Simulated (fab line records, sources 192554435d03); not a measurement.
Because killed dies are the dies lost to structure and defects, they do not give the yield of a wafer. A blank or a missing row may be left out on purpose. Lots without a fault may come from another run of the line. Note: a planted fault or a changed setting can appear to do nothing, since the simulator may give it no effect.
Chamber matching	flow n5 finfet	4 sister chambers for N5_PMOS_HMC_CHANNEL_EPI_CMP_21 on cmp-04
The step polishes SiGe30, target thk 54 nm. 8 wafers are shown with their chamber, then 8 later ones without.

WAFERS WITH THEIR CHAMBER
wafer	chamber	motor current A (A)
L074.2	2	10.3
L080.4	2	10.4
L080.6	1	12.8
L082.1	1	12.5
L082.5	3	11.1
L084.5	3	11.1
L084.6	0	10.9
L085.2	0	11.1

WAFERS MISSING THEIR CHAMBER
wafer	motor current A (A)
L085.4	11.3
L085.6	10.3
L090.2	10.5
L090.3	11.6
L090.4	12.9
L094.4	10.9
L094.5	10.3
L094.6	11.5

THE CHAMBER EACH PASSED THROUGH
wafer	from the rows above	in truth
L085.4	can't be placed: 3 or 0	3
L085.6	2	2
L090.2	2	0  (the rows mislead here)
L090.3	can't be placed: 3 or 0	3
L090.4	1	1
L094.4	can't be placed: 0 or 3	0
L094.5	2	2
L094.6	can't be placed: 3 or 0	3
Correct placement for 3 of the 8. These rows do not allow placing 4 (true chamber among the candidates in 4). 1 placed wrongly.
How it was worked out, from the rows above alone: a wafer's distance from a chamber is the root of the sum, over the readings, of the square of ((its reading less the chamber's mean) divided by the reading's scatter). The wafer belongs to the nearest chamber; if the next one is less than 2 further off, it can't be placed. Each chamber's mean is taken over the wafers shown for it. The scatter: take each reading less its chamber's mean, square it, sum over the shown wafers, divide by the number of wafers less the number of chambers, and take the root.
